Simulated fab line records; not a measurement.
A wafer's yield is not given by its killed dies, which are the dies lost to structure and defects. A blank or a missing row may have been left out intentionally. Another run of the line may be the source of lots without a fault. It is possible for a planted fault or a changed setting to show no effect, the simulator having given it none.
Which tool did it?	flow nand harc	69 wafers from 23 lots sampled at 6 of the route's 1159 steps

WHAT THE GAUGES SHOWED, per wafer
The record holds no reading of a measuring or inspecting step that can be judged against a usual standard deviation.

WHICH TOOL RAN EACH LOT (tool, then ch and the chambers of the sampled wafers, then the start)
lot	NHARC_A_STAIRCASE_TRIM_235	NHARC_A_STAIRCASE_DESCUM_252	NHARC_A_STAIRCASE_STRIP_295	NHARC_A_STAIRCASE_STRIP_316	NHARC_A_STAIRCASE_ALD_420	NHARC_A_STAIRCASE_DEP_322
L074	rie diel-08 ch 0,1,2, day 11 16:50 or earlier	rie diel-08 ch 0,1, day 11 16:50	rie diel-04 ch 0,1,2, day 12 12:34 or earlier	rie diel-12 ch 0,3, day 12 12:34 or earlier	ald hk-04 ch 0,1,2, day 12 12:34	pecvd-01 ch 0,1,2, day 13 04:28
L076	rie diel-12 ch 2,3, day 11 18:50 or earlier	rie diel-12 ch 2,3, day 11 18:50	rie diel-08 ch 0,1, day 12 19:37 or earlier	rie diel-12 ch 1,2,3, day 12 19:37 or earlier	ald hk-03 ch 1,2,3, day 12 19:37	pecvd-04 ch 0,1, day 13 10:50
L075	rie diel-04 ch 1,2,3, day 12 03:09 or earlier	rie diel-12 ch 0,1,3, day 12 03:09	rie diel-04 ch 0,1,3, day 12 19:19 or earlier	rie diel-08 ch 0,1,3, day 12 19:19 or earlier	ald hk-01 ch 0,2,3, day 12 19:19	pecvd-01 ch 0,1,2, day 13 10:32
L079	rie diel-04 ch 0,2,3, day 12 07:04 or earlier	rie diel-04 ch 1,3, day 12 07:04	rie diel-04 ch 0,1,2, day 13 01:27 or earlier	rie diel-12 ch 1,3, day 13 01:27 or earlier	ald hk-03 ch 1,2,3, day 13 01:27	pecvd-03 ch 0,1, day 13 17:28
L077	rie diel-04 ch 1,2,3, day 12 07:07 or earlier	rie diel-08 ch 0,1,3, day 12 07:07	rie diel-12 ch 0,3, day 13 01:18 or earlier	rie diel-04 ch 0,1,2, day 13 01:18 or earlier	ald hk-04 ch 0,3, day 13 01:18	pecvd-01 ch 0,2, day 13 17:28
L078	rie diel-12 ch 1,2,3, day 12 12:34 or earlier	rie diel-04 ch 0,3, day 12 12:34	rie diel-04 ch 1,2,3, day 13 08:58 or earlier	rie diel-08 ch 0,1,2, day 13 08:58 or earlier	ald hk-01 ch 0,1, day 13 08:58	pecvd-01 ch 1,2, day 14 00:34
L081	rie diel-08 ch 1,2,3, day 13 00:14 or earlier	rie diel-12 ch 1,2,3, day 13 00:14	rie diel-08 ch 1,2,3, day 13 17:47 or earlier	rie diel-12 ch 1,2,3, day 13 17:47 or earlier	ald hk-03 ch 0,1,2, day 13 17:47	pecvd-03 ch 0,2, day 14 14:04
L082	rie diel-08 ch 0,1,2, day 13 03:01 or earlier	rie diel-08 ch 1,3, day 13 03:01	rie diel-12 ch 0,2, day 13 22:49 or earlier	rie diel-12 ch 0,1,3, day 13 22:49 or earlier	ald hk-01 ch 0,1,3, day 13 22:49	pecvd-04 ch 0,1,2, day 14 13:59
L080	rie diel-12 ch 0,3, day 13 06:58 or earlier	rie diel-12 ch 0,1,3, day 13 06:58	rie diel-08 ch 0,1, day 14 03:42 or earlier	rie diel-04 ch 0,1,2, day 14 03:42 or earlier	ald hk-01 ch 0,1,3, day 14 03:42	pecvd-01 ch 0,1, day 14 19:01
L083	rie diel-04 ch 0,3, day 13 13:14 or earlier	rie diel-12 ch 1,2,3, day 13 13:14	rie diel-12 ch 2,3, day 14 10:24 or earlier	rie diel-04 ch 0,3, day 14 10:24 or earlier	ald hk-04 ch 0,1,3, day 14 10:24	pecvd-04 ch 1,2, day 15 04:50
L084	rie diel-04 ch 0,1,3, day 13 15:01 or earlier	rie diel-04 ch 0,1,2, day 13 15:01	rie diel-12 ch 2,3, day 14 11:12 or earlier	rie diel-04 ch 1,2,3, day 14 11:12 or earlier	ald hk-04 ch 0,3, day 14 11:12	pecvd-01 ch 0,2, day 15 05:02
L085	rie diel-04 ch 0,2,3, day 14 17:40 or earlier	rie diel-08 ch 0,3, day 14 17:40	rie diel-08 ch 0,2,3, day 15 11:43 or earlier	rie diel-12 ch 0,1,2, day 15 11:43 or earlier	ald hk-03 ch 2,3, day 15 11:43	pecvd-04 ch 0,1, day 16 03:14
L087	rie diel-12 ch 0,3, day 14 18:34 or earlier	rie diel-12 ch 0,1,2, day 14 18:34	rie diel-12 ch 0,2, day 15 15:28 or earlier	rie diel-04 ch 0,1,2, day 15 15:28 or earlier	ald hk-03 ch 0,3, day 15 15:28	pecvd-01 ch 1,2, day 16 06:58
L088	rie diel-12 ch 1,2, day 14 18:52 or earlier	rie diel-12 ch 2,3, day 14 18:52	rie diel-08 ch 1,2,3, day 15 15:48 or earlier	rie diel-04 ch 1,2, day 15 15:48 or earlier	ald hk-04 ch 0,1,3, day 15 15:48	pecvd-03 ch 0,1, day 16 06:55
L086	rie diel-12 ch 0,1, day 14 21:02 or earlier	rie diel-08 ch 0,2,3, day 14 21:02	rie diel-08 ch 0,3, day 15 21:00 or earlier	rie diel-12 ch 0,2,3, day 15 21:00 or earlier	ald hk-04 ch 0,1,2, day 15 21:00	pecvd-01 ch 0,1, day 16 12:56
L089	rie diel-12 ch 0,1,3, day 15 04:55 or earlier	rie diel-12 ch 0,1,3, day 15 04:55	rie diel-04 ch 1,3, day 15 20:40 or earlier	rie diel-08 ch 0,1, day 15 20:40 or earlier	ald hk-01 ch 0,2, day 15 20:40	pecvd-03 ch 0,1, day 16 12:59
L093	rie diel-08 ch 0,2,3, day 15 15:19 or earlier	rie diel-04 ch 0,2,3, day 15 15:19	rie diel-08 ch 1,2, day 16 16:11 or earlier	rie diel-12 ch 0,3, day 16 16:11 or earlier	ald hk-04 ch 0,2,3, day 16 16:11	pecvd-03 ch 0,1,2, day 17 07:18
L091	rie diel-04 ch 1,2,3, day 15 19:49 or earlier	rie diel-12 ch 0,1,3, day 15 19:49	rie diel-04 ch 0,1,3, day 16 16:49 or earlier	rie diel-12 ch 0,2,3, day 16 16:49 or earlier	ald hk-04 ch 0,2,3, day 16 16:49	pecvd-01 ch 0,2, day 17 06:37
L090	rie diel-12 ch 0,1, day 15 20:16 or earlier	rie diel-12 ch 2,3, day 15 20:16	rie diel-12 ch 0,1,2, day 16 14:17 or earlier	rie diel-04 ch 1,3, day 16 14:17 or earlier	ald hk-01 ch 0,3, day 16 14:17	pecvd-03 ch 0,1,2, day 17 06:27
L095	rie diel-12 ch 0,1,3, day 16 11:35 or earlier	rie diel-12 ch 0,2,3, day 16 11:35	rie diel-12 ch 1,2,3, day 17 07:59 or earlier	rie diel-08 ch 1,2,3, day 17 07:59 or earlier	ald hk-03 ch 1,2,3, day 17 07:59	pecvd-03 ch 0,1, day 18 15:05
L094	rie diel-08 ch 0,2,3, day 16 14:10 or earlier	rie diel-12 ch 1,3, day 16 14:10	rie diel-04 ch 0,1, day 17 08:09 or earlier	rie diel-04 ch 0,1, day 17 08:09 or earlier	ald hk-01 ch 0,2,3, day 17 08:09	pecvd-04 ch 0,1, day 18 15:16
L097	rie diel-04 ch 1,2, day 17 05:04 or earlier	rie diel-12 ch 0,3, day 17 05:04	rie diel-04 ch 0,1, day 17 23:25 or earlier	rie diel-12 ch 0,1, day 17 23:25 or earlier	ald hk-03 ch 0,3, day 17 23:25	pecvd-03 ch 0,1, day 18 15:38
L096	rie diel-08 ch 0,1,2, day 17 05:43 or earlier	rie diel-12 ch 0,3, day 17 05:43	rie diel-08 ch 2,3, day 17 23:44 or earlier	rie diel-08 ch 1,2, day 17 23:44 or earlier	ald hk-04 ch 0,1,3, day 17 23:44	pecvd-04 ch 0,2, day 18 15:50
- NHARC_A_STAIRCASE_TRIM_235: chemistry O2, time 211.2 s.
- NHARC_A_STAIRCASE_DESCUM_252: chemistry O2, time 3 s.
- NHARC_A_STAIRCASE_STRIP_295: strips in O2.
- NHARC_A_STAIRCASE_STRIP_316: strips in O2.
- NHARC_A_STAIRCASE_ALD_420: deposits SiO2, target thk 20 nm, pulse time 6 s, ald cycles 200.
- NHARC_A_STAIRCASE_DEP_322: deposits SiO2, target thk 3800 nm.

WHAT THE TOOLS THEMSELVES READ (means of the sampled wafers that have a number; where no wafer has one, the mark that the record gives instead)
NHARC_A_STAIRCASE_TRIM_235. Usual: drypump motor current A 5.7 A, standard deviation 0.31; oes product au 0.997 a.u., standard deviation 0.01; rf vpp V 57.9 V, standard deviation 0.87; showerhead plenum p Torr 3.59 Torr, standard deviation 0.11; throttle valve pct 17.034 %, standard deviation 0.009.
lot	tool	drypump motor current A (A)	oes product au (a.u.)	rf vpp V (V)	showerhead plenum p Torr (Torr)	throttle valve pct (%)	flag
L074	rie diel-08	5.5	0.998	57.9	3.64	17.029	
L076	rie diel-12	5.3	0.997	58.8	3.73	17.037	
L075	rie diel-04	5.9	0.999	58.1	3.56	17.030	
L079	rie diel-04	5.8	0.997	57.6	3.54	17.039	
L077	rie diel-04	5.9	0.999	57.4	3.56	17.033	
L078	rie diel-12	5.6	0.997	58.5	3.64	17.038	
L081	rie diel-08	5.8	0.997	57.8	3.70	17.033	
L082	rie diel-08	5.5	1.006	58.3	3.63	17.035	
L080	rie diel-12	5.5	0.997	57.1	3.53	17.037	
L083	rie diel-04	5.6	0.998	57.8	3.55	17.027	
L084	rie diel-04	5.7	1.008	58.1	3.57	17.026	
L085	rie diel-04	5.9	0.998	58.0	3.53	17.034	
L087	rie diel-12	5.4	0.989	57.2	3.61	17.037	
L088	rie diel-12	5.7	0.984	58.3	3.65	17.030	
L086	rie diel-12	5.9	0.982	56.7	3.44	17.043	
L089	rie diel-12	5.6	0.986	57.7	3.52	17.037	
L093	rie diel-08	5.6	1.011	57.6	3.60	17.035	
L091	rie diel-04	5.8	1.002	58.6	3.55	17.037	
L090	rie diel-12	5.8	1.004	58.0	3.43	17.034	
L095	rie diel-12	5.6	0.995	57.9	3.51	17.037	
L094	rie diel-08	5.6	1.002	58.0	3.59	17.031	
L097	rie diel-04	5.8	1.000	57.5	3.58	17.045	
L096	rie diel-08	5.5	1.003	58.7	3.61	17.030	

NHARC_A_STAIRCASE_DESCUM_252. Usual: drypump motor current A 5.6 A, standard deviation 0.31; oes product au 0.997 a.u., standard deviation 0.0093; rf vpp V 57.9 V, standard deviation 0.84; showerhead plenum p Torr 1.95 Torr, standard deviation 0.073; throttle valve pct 11.310 %, standard deviation 0.009.
lot	tool	drypump motor current A (A)	oes product au (a.u.)	rf vpp V (V)	showerhead plenum p Torr (Torr)	throttle valve pct (%)	flag
L074	rie diel-08	5.5	1.009	57.8	1.98	11.311	
L076	rie diel-12	5.5	0.997	57.8	2.04	11.302	
L075	rie diel-12	5.6	0.998	58.1	1.92	11.302	
L079	rie diel-04	5.7	1.009	58.0	1.95	11.315	
L077	rie diel-08	5.7	0.998	57.3	1.97	11.312	
L078	rie diel-04	5.6	1.005	57.7	1.93	11.309	
L081	rie diel-12	5.6	0.999	57.9	1.98	11.308	
L082	rie diel-08	6.0	1.000	58.4	2.00	11.306	
L080	rie diel-12	5.6	0.996	57.1	1.92	11.316	
L083	rie diel-12	5.6	0.990	57.8	1.98	11.310	
L084	rie diel-04	5.8	0.985	57.9	1.94	11.314	
L085	rie diel-08	5.9	0.996	57.5	1.95	11.309	
L087	rie diel-12	5.7	0.995	57.3	1.92	11.309	
L088	rie diel-12	5.3	0.987	58.2	2.02	11.311	
L086	rie diel-08	5.6	1.004	57.4	1.96	11.312	
L089	rie diel-12	5.6	0.987	58.3	1.91	11.300	
L093	rie diel-04	5.8	1.005	57.8	1.91	11.302	
L091	rie diel-12	5.6	0.994	56.9	1.91	11.310	
L090	rie diel-12	5.3	0.991	58.5	2.02	11.321	
L095	rie diel-12	5.5	0.999	57.8	1.96	11.315	
L094	rie diel-12	5.5	0.982	58.8	1.96	11.305	
L097	rie diel-12	5.5	1.008	57.7	1.90	11.323	
L096	rie diel-12	5.3	1.002	58.5	1.96	11.307	

NHARC_A_STAIRCASE_STRIP_295. Usual: drypump motor current A 5.7 A, standard deviation 0.31; oes product au 1.001 a.u., standard deviation 0.0099; rf vpp V 57.9 V, standard deviation 0.86; showerhead plenum p Torr 3.58 Torr, standard deviation 0.11; throttle valve pct 17.037 %, standard deviation 0.0094.
lot	tool	drypump motor current A (A)	oes product au (a.u.)	rf vpp V (V)	showerhead plenum p Torr (Torr)	throttle valve pct (%)	flag
L074	rie diel-04	5.8	1.002	58.2	3.59	17.043	
L076	rie diel-08	5.4	1.011	58.2	3.55	17.033	
L075	rie diel-04	5.7	0.999	57.9	3.57	17.041	
L079	rie diel-04	5.8	0.994	57.6	3.58	17.037	
L077	rie diel-12	5.3	1.004	57.9	3.62	17.033	
L078	rie diel-04	5.9	0.997	58.0	3.56	17.043	
L081	rie diel-08	5.8	0.999	58.3	3.69	17.033	
L082	rie diel-12	5.6	0.995	57.8	3.54	17.031	
L080	rie diel-08	5.5	1.005	58.3	3.64	17.040	
L083	rie diel-12	5.4	0.999	58.5	3.73	17.046	
L084	rie diel-12	5.3	0.996	58.5	3.72	17.030	
L085	rie diel-08	5.6	1.013	57.8	3.60	17.050	
L087	rie diel-12	5.7	0.991	57.3	3.53	17.033	
L088	rie diel-08	5.8	1.011	57.7	3.69	17.037	
L086	rie diel-08	5.5	1.010	57.0	3.52	17.040	
L089	rie diel-04	5.7	1.007	58.4	3.53	17.038	
L093	rie diel-08	5.6	1.019	58.3	3.70	17.047	
L091	rie diel-04	5.7	0.998	57.6	3.55	17.039	
L090	rie diel-12	5.7	0.996	57.5	3.53	17.036	
L095	rie diel-12	5.6	0.994	57.8	3.62	17.026	
L094	rie diel-04	5.7	0.983	57.6	3.59	17.026	
L097	rie diel-04	5.6	0.993	58.0	3.57	17.027	
L096	rie diel-08	6.0	0.997	58.1	3.65	17.045	

NHARC_A_STAIRCASE_STRIP_316. Usual: drypump motor current A 5.68 A, standard deviation 0.29; oes product au 0.996 a.u., standard deviation 0.011; rf vpp V 57.8 V, standard deviation 0.91; showerhead plenum p Torr 3.58 Torr, standard deviation 0.11; throttle valve pct 17.036 %, standard deviation 0.0087.
lot	tool	drypump motor current A (A)	oes product au (a.u.)	rf vpp V (V)	showerhead plenum p Torr (Torr)	throttle valve pct (%)	flag
L074	rie diel-12	5.34	0.990	57.9	3.62	17.036	
L076	rie diel-12	5.58	0.998	58.4	3.64	17.038	
L075	rie diel-08	5.72	1.002	58.4	3.62	17.037	
L079	rie diel-12	5.49	0.994	57.8	3.62	17.033	
L077	rie diel-04	5.80	0.995	58.1	3.58	17.036	
L078	rie diel-08	5.48	0.994	58.1	3.63	17.033	
L081	rie diel-12	5.58	0.995	58.4	3.63	17.034	
L082	rie diel-12	5.60	0.995	57.3	3.53	17.037	
L080	rie diel-04	5.79	0.990	57.9	3.58	17.035	
L083	rie diel-04	5.62	0.993	57.2	3.55	17.033	
L084	rie diel-04	5.86	1.009	58.3	3.56	17.029	
L085	rie diel-12	5.74	0.997	57.9	3.54	17.038	
L087	rie diel-04	5.80	0.990	57.5	3.57	17.039	
L088	rie diel-04	5.99	1.008	58.3	3.57	17.038	
L086	rie diel-12	5.48	0.991	57.6	3.62	17.035	
L089	rie diel-08	5.39	1.012	56.8	3.54	17.040	
L093	rie diel-12	5.38	0.985	58.0	3.60	17.031	
L091	rie diel-12	5.45	0.992	58.0	3.62	17.038	
L090	rie diel-04	5.75	1.011	57.6	3.53	17.046	
L095	rie diel-08	5.80	1.003	59.0	3.68	17.045	
L094	rie diel-04	5.58	0.984	58.6	3.57	17.047	
L097	rie diel-12	5.89	0.996	58.0	3.43	17.036	
L096	rie diel-08	5.64	0.993	58.4	3.69	17.039	

NHARC_A_STAIRCASE_ALD_420. Usual: heater power outer w 263 W, standard deviation 26; heater power w 459 W, standard deviation 39; precursor pulse height rel 1.003, standard deviation 0.019.
lot	tool	heater power outer w (W)	heater power w (W)	precursor pulse height rel	flag
L074	ald hk-04	242	447	1.020	
L076	ald hk-03	252	445	1.003	
L075	ald hk-01	261	448	1.018	
L079	ald hk-03	257	438	1.014	
L077	ald hk-04	268	460	0.996	
L078	ald hk-01	248	447	1.011	
L081	ald hk-03	266	456	0.995	
L082	ald hk-01	273	486	1.003	
L080	ald hk-01	278	479	0.988	
L083	ald hk-04	256	464	0.995	
L084	ald hk-04	265	459	1.014	
L085	ald hk-03	270	487	1.014	
L087	ald hk-03	281	500	1.014	
L088	ald hk-04	258	460	1.006	
L086	ald hk-04	247	447	0.997	
L089	ald hk-01	237	414	0.991	
L093	ald hk-04	249	452	1.003	
L091	ald hk-04	250	442	1.005	
L090	ald hk-01	259	448	1.030	
L095	ald hk-03	270	464	1.013	
L094	ald hk-01	264	445	1.009	
L097	ald hk-03	277	492	1.008	
L096	ald hk-04	258	456	1.013	

NHARC_A_STAIRCASE_DEP_322. Usual: heater power outer w 376 W, standard deviation 53; heater power w 659 W, standard deviation 83.
lot	tool	heater power outer w (W)	heater power w (W)	flag
L074	pecvd-01	396	684	
L076	pecvd-04	401	692	
L075	pecvd-01	402	686	
L079	pecvd-03	362	634	
L077	pecvd-01	347	585	
L078	pecvd-01	364	655	
L081	pecvd-03	403	716	
L082	pecvd-04	420	714	
L080	pecvd-01	354	629	
L083	pecvd-04	408	688	
L084	pecvd-01	364	647	
L085	pecvd-04	419	708	
L087	pecvd-01	366	658	
L088	pecvd-03	351	625	
L086	pecvd-01	365	613	
L089	pecvd-03	389	666	
L093	pecvd-03	337	614	
L091	pecvd-01	374	632	
L090	pecvd-03	389	691	
L095	pecvd-03	334	586	
L094	pecvd-04	404	703	
L097	pecvd-03	337	587	
L096	pecvd-04	392	701	

THE ANSWER, worked out from the rows above alone
Rule: a lot is off if the mean of its wafers that have a number lies more than 3 standard deviations from the usual mean. A lot without any number at a reading at which 4 lots or more have one is off too. Any other lot the step has rows for is counted as sound. The gauges are gone through in route order, then the tools' own readings, and for those a lot's mean is taken as printed above. The first step at which some lot is off is used, and at that step the reading that is off furthest; a lot without a number counts as furthest.
No lot is off at any reading shown: from this, nothing can be told.

WHAT THE SIMULATOR HAD PUT IN
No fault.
